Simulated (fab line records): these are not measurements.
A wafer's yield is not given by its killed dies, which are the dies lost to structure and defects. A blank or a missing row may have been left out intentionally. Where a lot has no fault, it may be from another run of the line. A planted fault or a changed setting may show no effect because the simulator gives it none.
Which of the tools did it? | flow nand harc | 12 lots, 36 wafers sampled, at 6 steps of a route of 1159

== WHAT EACH GAUGE READ, for each wafer ==
NHARC_P_M2_INSPECT_11.
lot  | measured     | on                | raw defect count
L255 | day 6 07:11  | defect inspect-02 | 3 5 2
L258 | day 6 19:13  | defect inspect-01 | 5 8 4
L267 | day 9 08:19  | defect inspect-01 | 12 12 11
L269 | day 10 05:24 | defect inspect-01 | 5 7 8
L270 | day 10 07:23 | defect inspect-02 | 3 5 3
L272 | day 10 10:10 | defect inspect-02 | 4 5 2
L271 | day 10 11:10 | defect inspect-01 | 0 1 3
L273 | day 10 14:04 | defect inspect-02 | 8 5 4
L274 | day 10 16:57 | defect inspect-01 | 2 4 3
L275 | day 11 04:08 | defect inspect-02 | 5 7 2
L276 | day 11 15:05 | defect inspect-02 | 5 6 4
L277 | day 11 15:45 | defect inspect-02 | 3 2 1

NHARC_P_M2_INSPECT_27.
lot  | measured     | on                | raw defect count
L255 | day 6 09:52  | defect inspect-01 | 244 315 262
L258 | day 6 21:56  | defect inspect-01 | 315 248 251
L267 | day 9 10:57  | defect inspect-02 | 255 587 4679
L269 | day 10 08:05 | defect inspect-02 | 321 266 214
L270 | day 10 10:01 | defect inspect-02 | 463 374 290
L272 | day 10 12:53 | defect inspect-02 | 287 261 311
L271 | day 10 13:50 | defect inspect-02 | 153 138 184
L273 | day 10 16:42 | defect inspect-02 | 471 309 255
L274 | day 10 19:37 | defect inspect-01 | 517 397 460
L275 | day 11 06:57 | defect inspect-02 | 393 175 229
L276 | day 11 17:45 | defect inspect-02 | 291 370 235
L277 | day 11 18:25 | defect inspect-02 | 424 335 432

NHARC_END_SORT_01.
lot  | measured     | on        | defect limited yield (%) | killed at array | killed at other | killed at periphery | killed dies | killed open | killed short | sort_bin_2_pct (%) | sort_bin_3_pct (%) | sort_bin_4_pct (%) | sort n pass | sort rim yield pct (%) | sort yield pct (%)
L255 | day 19 07:11 | prober-02 | 97.8 97.9 97.2           | 12 11 18        | 0 0 0           | 3 3 1               | 15 14 19    | 3 1 10      | 2 2 2        | 0.7 0.4 0.9        | 0 0.30 0           | 1.5 1.3 1.9        | 662 663 658 | 99.1 98.1 98.1         | 97.8 97.9 97.2
L258 | day 19 10:49 | prober-01 | 97.5 97.3 97.8           | 14 13 12        | 0 0 1           | 3 5 2               | 17 18 15    | 4 3 1       | 2 2 1        | 0.9 0.6 0.6        | 0.15 0 0           | 1.5 2.1 1.6        | 660 659 662 | 99.1 100.0 100.0       | 97.5 97.3 97.8
L267 | day 22 07:30 | prober-02 | 93.1 91.6 0              | 40 47 30        | 0 0 0           | 7 10 647            | 47 57 677   | 2 3 2       | 2 1 0        | 2.5 3.4 1.9        | 0.15 0.15 94.09    | 4.3 4.9 4.0        | 630 620 0   | 93.4 96.2 0            | 93.1 91.6 0
L269 | day 23 07:49 | prober-02 | 93.6 95.7 94.1           | 40 26 34        | 1 0 0           | 2 3 6               | 43 29 40    | 5 4 5       | 2 2 4        | 1.6 1.2 1.8        | 0 0.15 0.59        | 4.7 3.0 3.5        | 634 648 637 | 97.2 97.2 91.5         | 93.6 95.7 94.1
L270 | day 23 07:02 | prober-01 | 96.5 95.4 95.3           | 20 27 31        | 1 1 0           | 3 3 1               | 24 31 32    | 3 1 3       | 3 2 3        | 1.0 1.2 1.2        | 0.15 0 0.30        | 2.4 3.4 3.2        | 653 646 645 | 100.0 98.1 97.2        | 96.5 95.4 95.3
L272 | day 24 05:56 | prober-01 | 94.5 94.7 95.1           | 32 32 30        | 1 0 1           | 4 4 2               | 37 36 33    | 2 4 6       | 5 2 0        | 2.8 2.1 1.3        | 0 0.15 0           | 2.7 3.1 3.5        | 640 641 644 | 97.2 94.3 98.1         | 94.5 94.7 95.1
L271 | day 23 22:07 | prober-01 | 95.6 95.4 95.6           | 30 30 28        | 0 1 0           | 0 0 2               | 30 31 30    | 3 4 2       | 3 2 2        | 1.6 1.3 2.1        | 0.15 0.44 0.15     | 2.7 2.8 2.2        | 647 646 647 | 99.1 97.2 100.0        | 95.6 95.4 95.6
L273 | day 23 13:57 | prober-02 | 94.4 94.7 96.2           | 34 31 25        | 0 0 0           | 4 5 1               | 38 36 26    | 5 9 5       | 0 5 1        | 2.2 0.7 0.6        | 0.30 0 0.59        | 3.1 4.6 2.7        | 639 641 651 | 98.1 95.3 96.2         | 94.4 94.7 96.2
L274 | day 23 22:06 | prober-02 | 94.8 95.9 94.5           | 31 26 28        | 1 0 5           | 3 2 4               | 35 28 37    | 4 2 5       | 4 0 2        | 1.6 1.2 1.5        | 0 0.30 0.44        | 3.5 2.7 3.5        | 642 649 640 | 90.6 94.3 86.8         | 94.8 95.9 94.5
L275 | day 24 06:40 | prober-02 | 98.4 97.5 98.1           | 9 14 11         | 0 0 0           | 2 3 2               | 11 17 13    | 3 0 3       | 1 5 0        | 0.4 0.3 0.6        | 0.15 0 0.15        | 1.0 2.2 1.2        | 666 660 664 | 97.2 96.2 98.1         | 98.4 97.5 98.1
L276 | day 24 23:58 | prober-01 | 95.9 94.5 96.3           | 21 27 18        | 1 1 2           | 6 9 5               | 28 37 25    | 3 4 0       | 3 1 3        | 1.2 1.8 1.0        | 0.44 0 0.15        | 2.5 3.7 2.5        | 649 640 652 | 98.1 93.4 97.2         | 95.9 94.5 96.3
L277 | day 24 22:22 | prober-02 | 95.7 94.5 92.8           | 28 34 46        | 0 1 2           | 1 2 1               | 29 37 49    | 2 1 4       | 0 5 4        | 1.3 2.1 2.4        | 0.15 0.59 0.89     | 2.8 2.8 4.0        | 648 640 628 | 98.1 92.5 93.4         | 95.7 94.5 92.8

== WHAT TOOL EACH LOT RAN ON (gives the tool, then ch and the chambers of the sampled wafers, and finally the start) ==
lot  | NHARC_P_M2_CMP_23             | NHARC_P_M2_PRE_CLEAN_32         | NHARC_P_BONDPAD_DEP_00
L255 | cmp-01 ch 0,2,3, day 6 09:23  | pecvd-01 ch 0,1, day 6 09:55    | pecvd-02 ch 0,1,2, day 6 10:35
L258 | cmp-03 ch 0,3, day 6 21:28    | pecvd-02 ch 0,1,2, day 6 22:01  | pecvd-01 ch 0,1, day 6 22:30
L267 | cmp-03 ch 0,2,3, day 9 10:29  | pecvd-03 ch 0,1,2, day 9 11:01  | pecvd-01 ch 0,2, day 9 11:31
L269 | cmp-04 ch 0,1,3, day 10 07:41 | pecvd-01 ch 0,2, day 10 08:10   | pecvd-03 ch 0,2, day 10 08:43
L270 | cmp-04 ch 1,2, day 10 09:34   | pecvd-02 ch 1,2, day 10 10:05   | pecvd-02 ch 0,1,2, day 23 07:02 or earlier
L272 | cmp-01 ch 0,1,2, day 10 12:24 | pecvd-02 ch 1,2, day 10 12:56   | pecvd-02 ch 0,1, day 24 05:56 or earlier
L271 | cmp-04 ch 0,2,3, day 10 13:22 | pecvd-01 ch 0,1,2, day 10 13:55 | pecvd-03 ch 0,2, day 10 14:26
L273 | cmp-01 ch 0,2,3, day 10 16:15 | pecvd-02 ch 0,1, day 10 16:47   | pecvd-03 ch 0,1,2, day 10 17:16
L274 | cmp-04 ch 0,1,3, day 10 19:12 | pecvd-01 ch 1,2, day 10 19:42   | pecvd-02 ch 1,2, day 10 20:13
L275 | cmp-01 ch 0,1,2, day 11 06:28 | pecvd-03 ch 0,2, day 11 07:01   | pecvd-02 ch 0,2, day 11 07:31
L276 | cmp-04 ch 0,3, day 11 17:16   | pecvd-02 ch 1,2, day 11 17:49   | pecvd-01 ch 0,1,2, day 11 18:21
L277 | cmp-04 ch 2,3, day 11 17:55   | pecvd-03 ch 1,2, day 11 18:33   | pecvd-01 ch 0,2, day 11 19:06
- NHARC_P_M2_CMP_23: polishes, t overpolish 20 s, target thk 144.3 nm.
- NHARC_P_M2_PRE_CLEAN_32: time 12 s.
- NHARC_P_BONDPAD_DEP_00: deposits SiCN, target thk 250 nm.

== AS READ BY THE TOOLS THEMSELVES (means over the sampled wafers that have a number; for cases with no such wafer, the mark the record gives instead) ==
NHARC_P_M2_CMP_23.
lot  | tool   | motor current A (A) | time to endpoint s (s)
L255 | cmp-01 | 12.3                | 27
L258 | cmp-03 | 11.6                | 29
L267 | cmp-03 | 10.9                | 30
L269 | cmp-04 | 11.3                | 31
L270 | cmp-04 | 10.3                | 31
L272 | cmp-01 | 12.6                | 27
L271 | cmp-04 | 11.7                | 29
L273 | cmp-01 | 11.9                | 25
L274 | cmp-04 | 11.5                | 29
L275 | cmp-01 | 12.4                | 31
L276 | cmp-04 | 11.9                | 31
L277 | cmp-04 | 11.9                | 30

NHARC_P_M2_PRE_CLEAN_32.
lot  | tool     | heater power w (W)
L255 | pecvd-01 | 645
L258 | pecvd-02 | 633
L267 | pecvd-03 | 634
L269 | pecvd-01 | 698
L270 | pecvd-02 | 701
L272 | pecvd-02 | 666
L271 | pecvd-01 | 661
L273 | pecvd-02 | 621
L274 | pecvd-01 | 678
L275 | pecvd-03 | 604
L276 | pecvd-02 | 598
L277 | pecvd-03 | 622

NHARC_P_BONDPAD_DEP_00.
lot  | tool     | heater power w (W)
L255 | pecvd-02 | 572
L258 | pecvd-01 | 617
L267 | pecvd-01 | 660
L269 | pecvd-03 | 574
L270 | pecvd-02 | 612
L272 | pecvd-02 | 547
L271 | pecvd-03 | 549
L273 | pecvd-03 | 577
L274 | pecvd-02 | 579
L275 | pecvd-02 | 582
L276 | pecvd-01 | 661
L277 | pecvd-01 | 598

== THE ANSWER, worked out from the rows above alone ==
Rule: usual is defined by the lots themselves. The widest of any qualifying gaps counts: lots, ordered by their means at a reading, are off when they make up no more than a third of the lots, leave a main group of 4 or more, and stand apart from it by 3 or more times the standard deviation of that group's means. If all means in a main group match to the digits the tables above print for the reading, that group is not used. Also off: a lot with no number at a reading for which 4 or more lots have one. Any other lot the step has rows for is counted as sound. First the gauges in route order, then the tools' own readings, where a lot's mean is used as printed above. The first step at which some lot is off is used, and at that step the reading that is off furthest; a lot without a number counts as furthest.
Off: L267 (NHARC_P_M2_INSPECT_11, raw defect count). Main group: mean 4.1, sd 1.6.
If a tool, at a process step before that reading, ran all the lots that are off and no sound lot after the first of them, it fits. The gauges at NHARC_P_M2_INSPECT_11 aren't tried: what is off there is off at NHARC_P_M2_INSPECT_27 too, on other tools, and a gauge's error can't cause that. No candidate that was tried fits.

== WHAT THE SIMULATOR HAD PUT IN ==
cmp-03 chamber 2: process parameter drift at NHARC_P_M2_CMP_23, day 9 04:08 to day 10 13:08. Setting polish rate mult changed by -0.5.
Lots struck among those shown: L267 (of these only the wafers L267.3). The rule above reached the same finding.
